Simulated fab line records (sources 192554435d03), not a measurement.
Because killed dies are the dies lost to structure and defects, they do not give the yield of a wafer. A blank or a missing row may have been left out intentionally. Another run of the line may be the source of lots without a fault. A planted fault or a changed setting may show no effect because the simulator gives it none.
Chamber matching || flow n5Finfet || rieDiel-01 running N5_DUMMY_REMOVAL_HM_STRIP_01: 4 sister chambers
The step strips SiNx in CH3F/O2, stops on poly-Si, target depth 4 nm, time 6.8 s. 20 wafers are shown with their chamber, then 10 later ones without.

## EACH WAFER AND ITS CHAMBER
{"wafer": "L075.1", "chamber": 2, "oesProductAu (a.u.)": 0.58, "throttleValvePct (%)": 16.56, "rfVppV (V)": 128.5}
{"wafer": "L075.2", "chamber": 1, "oesProductAu (a.u.)": 0.58, "throttleValvePct (%)": 16.34, "rfVppV (V)": 126.3}
{"wafer": "L075.3", "chamber": 0, "oesProductAu (a.u.)": 0.57, "throttleValvePct (%)": 16.25, "rfVppV (V)": 126.8}
{"wafer": "L076.1", "chamber": 0, "oesProductAu (a.u.)": 0.57, "throttleValvePct (%)": 16.22, "rfVppV (V)": 129.4}
{"wafer": "L076.2", "chamber": 2, "oesProductAu (a.u.)": 0.58, "throttleValvePct (%)": 16.55, "rfVppV (V)": 127.1}
{"wafer": "L076.5", "chamber": 0, "oesProductAu (a.u.)": 0.57, "throttleValvePct (%)": 16.23, "rfVppV (V)": 127.6}
{"wafer": "L077.1", "chamber": 2, "oesProductAu (a.u.)": 0.58, "throttleValvePct (%)": 16.54, "rfVppV (V)": 128.4}
{"wafer": "L077.2", "chamber": 3, "oesProductAu (a.u.)": 0.67, "throttleValvePct (%)": 16.47, "rfVppV (V)": 127.2}
{"wafer": "L077.3", "chamber": 1, "oesProductAu (a.u.)": 0.58, "throttleValvePct (%)": 16.34, "rfVppV (V)": 127.3}
{"wafer": "L077.4", "chamber": 0, "oesProductAu (a.u.)": 0.56, "throttleValvePct (%)": 16.22, "rfVppV (V)": 129.1}
{"wafer": "L077.5", "chamber": 1, "oesProductAu (a.u.)": 0.58, "throttleValvePct (%)": 16.34, "rfVppV (V)": 127.0}
{"wafer": "L077.6", "chamber": 0, "oesProductAu (a.u.)": 0.57, "throttleValvePct (%)": 16.24, "rfVppV (V)": 127.8}
{"wafer": "L078.4", "chamber": 2, "oesProductAu (a.u.)": 0.58, "throttleValvePct (%)": 16.58, "rfVppV (V)": 128.1}
{"wafer": "L078.5", "chamber": 1, "oesProductAu (a.u.)": 0.58, "throttleValvePct (%)": 16.36, "rfVppV (V)": 127.4}
{"wafer": "L078.6", "chamber": 2, "oesProductAu (a.u.)": 0.58, "throttleValvePct (%)": 16.55, "rfVppV (V)": 128.8}
{"wafer": "L079.2", "chamber": 3, "oesProductAu (a.u.)": 0.65, "throttleValvePct (%)": 16.46, "rfVppV (V)": 127.7}
{"wafer": "L079.3", "chamber": 0, "oesProductAu (a.u.)": 0.56, "throttleValvePct (%)": 16.24, "rfVppV (V)": 126.4}
{"wafer": "L079.6", "chamber": 0, "oesProductAu (a.u.)": 0.56, "throttleValvePct (%)": 16.23, "rfVppV (V)": 128.3}
{"wafer": "L081.1", "chamber": 0, "oesProductAu (a.u.)": 0.56, "throttleValvePct (%)": 16.26, "rfVppV (V)": 128.3}
{"wafer": "L081.2", "chamber": 3, "oesProductAu (a.u.)": 0.66, "throttleValvePct (%)": 16.49, "rfVppV (V)": 127.9}

SIGNATURES, as means of the wafers listed above
{"reading": "oesProductAu", "chamber 0": 0.5650, "chamber 1": 0.5800, "chamber 2": 0.5800, "chamber 3": 0.6600, "scatter within a chamber": 0.005}
{"reading": "throttleValvePct", "chamber 0": 16.2362, "chamber 1": 16.3450, "chamber 2": 16.5560, "chamber 3": 16.4733, "scatter within a chamber": 0.0139}
{"reading": "rfVppV", "chamber 0": 127.963, "chamber 1": 127.000, "chamber 2": 128.180, "chamber 3": 127.600, "scatter within a chamber": 0.8}
Rule: for a wafer and a chamber, the distance is found by dividing, reading by reading, the gap between the wafer's reading and the chamber's mean by the reading's scatter, squaring, summing and taking the root. If the next closest chamber is less than 2 further off than the closest, the wafer can't be placed; otherwise it belongs to the closest. The scatter: the root of (the sum of the squares of (reading less its chamber's mean) over the shown wafers, divided by (wafers less chambers)).

## WAFERS WITH NO CHAMBER GIVEN
{"wafer": "L081.6", "oesProductAu (a.u.)": 0.57, "throttleValvePct (%)": 16.56, "rfVppV (V)": 128.9}
{"wafer": "L091.1", "oesProductAu (a.u.)": 0.57, "throttleValvePct (%)": 16.40, "rfVppV (V)": 127.8}
{"wafer": "L091.4", "oesProductAu (a.u.)": 0.65, "throttleValvePct (%)": 16.51, "rfVppV (V)": 128.0}
{"wafer": "L091.5", "oesProductAu (a.u.)": 0.65, "throttleValvePct (%)": 16.51, "rfVppV (V)": 126.9}
{"wafer": "L093.3", "oesProductAu (a.u.)": 0.55, "throttleValvePct (%)": 16.29, "rfVppV (V)": 128.0}
{"wafer": "L093.5", "oesProductAu (a.u.)": 0.56, "throttleValvePct (%)": 16.61, "rfVppV (V)": 129.0}
{"wafer": "L093.6", "oesProductAu (a.u.)": 0.57, "throttleValvePct (%)": 16.41, "rfVppV (V)": 125.9}
{"wafer": "L094.1", "oesProductAu (a.u.)": 0.56, "throttleValvePct (%)": 16.44, "rfVppV (V)": 126.2}
{"wafer": "L094.4", "oesProductAu (a.u.)": 0.56, "throttleValvePct (%)": 16.63, "rfVppV (V)": 128.4}
{"wafer": "L094.5", "oesProductAu (a.u.)": 0.55, "throttleValvePct (%)": 16.41, "rfVppV (V)": 127.6}

## WHICH CHAMBER EACH WENT THROUGH
{"wafer": "L081.6", "from the rows above": 2, "in truth": 2}
{"wafer": "L091.1", "from the rows above": 1, "in truth": 1}
{"wafer": "L091.4", "from the rows above": 3, "in truth": 3}
{"wafer": "L091.5", "from the rows above": 3, "in truth": 3}
{"wafer": "L093.3", "from the rows above": 0, "in truth": 0}
{"wafer": "L093.5", "from the rows above": 2, "in truth": 2}
{"wafer": "L093.6", "from the rows above": 1, "in truth": 1}
{"wafer": "L094.1", "from the rows above": "can't be placed: 1 or 2", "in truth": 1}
{"wafer": "L094.4", "from the rows above": 2, "in truth": 2}
{"wafer": "L094.5", "from the rows above": 1, "in truth": 1}
Correct placement for 9 of the 10. Can't be placed from these rows: 1 (the true chamber is among the candidates in 1). Number placed wrongly: 0.
